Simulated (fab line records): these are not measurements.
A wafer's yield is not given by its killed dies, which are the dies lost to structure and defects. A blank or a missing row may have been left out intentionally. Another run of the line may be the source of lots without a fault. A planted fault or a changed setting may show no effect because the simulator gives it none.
Problem report in the 8D (eight disciplines) form, filled by code | flow n5_finfet | the parts of the form that need people (team, actions taken, sign-off) are left out

== 1. WHAT WENT WRONG ==
plate_temp_C at N5_BEOL_M8_COAT_71 reads a mean of 202.87 C on 6 wafers of 2 lots; wafers without a fault read 205.01 C with a standard deviation of 0.16. That is -13 standard deviations from the usual mean.
The step: time 60 s, resist thk 5 nm.
Earliest sighting: wafer L110.1 on litho_track-01 at day 13 15:35. The record has a number at this step for 38 wafers belonging to 13 lots. The rule behind "out" and "out of limits": a value lying over 4 standard deviations away from the usual mean. The other wafers with a number count as sound.

== 2. WHAT IT IS, AND WHAT IT ISN'T ==
question                    | is                     | is not
which readings at this step | plate_temp_C           | -
which lots                  | L110, L113             | L100, L101, L103, L104, L105, L106, L108, L117, L118, L997, L998
which wafers of those lots  | all that have a number | -
read on which tools         | litho_track-01         | litho_track-02, litho_track-05
when                        | from day 13 15:35      | up to then (27 sound wafers); but 5 sound wafers of L117, L118 came after

== 3. THE SUSPECTS, EACH WITH WHAT RULES IT OUT ==
Counting: a tool stays on the suspect list if, at a process step up to the reading, it processed all lots that are out and no sound lot following the first of them.
- litho_track-01 at N5_BEOL_M8_COAT_71 (time 60 s, resist thk 5 nm): kept. It processed each lot that is out, first L110 at day 13 15:35, and no sound lot thereafter; up to then, the last sound lot it processed was L100 at day 11 00:11. Its own readings are out on those wafers: plate_temp_C.
Remaining after the count: litho_track-01 at N5_BEOL_M8_COAT_71.

== 4. THE CAUSE (what the simulator had put in) ==
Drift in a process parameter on litho_track-01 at N5_BEOL_M8_COAT_71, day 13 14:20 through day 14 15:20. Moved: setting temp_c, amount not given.
The count eliminated every tool but this one.

== 5. SEQUENCE OF EFFECTS, ordered by route ==
One row per reading whose mean, taken over the struck wafers that have a number, lies over 3 standard deviations from the usual. Scope: only readings with a usual standard deviation given in the record; hours: median across lots of the time from each lot's start at the first step in this table that gives one to its start at this step; sigmas: change in usual standard deviations.
hours | step               | reading              | usual    | on struck wafers | change | sigmas
0     | N5_BEOL_M8_COAT_71 | heater_power_total_W | 391.6 W  | 386.2            | -5.4   | -4.1
0     | N5_BEOL_M8_COAT_71 | plate_temp_C         | 205.01 C | 202.87           | -2.14  | -13
Process steps it contains:
- N5_BEOL_M8_COAT_71: time 60 s, resist thk 5 nm.
Later steps that measure or inspect, where all struck wafers having a row at the step show a number for every such reading and not one has moved that far: N5_BEOL_M8_CD_MEAS_28.

== 6. WHAT WOULD HAVE CAUGHT IT SOONER ==
In this record the first reading out of limits was taken at day 13 15:35, 1 hour after the fault began at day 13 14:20.
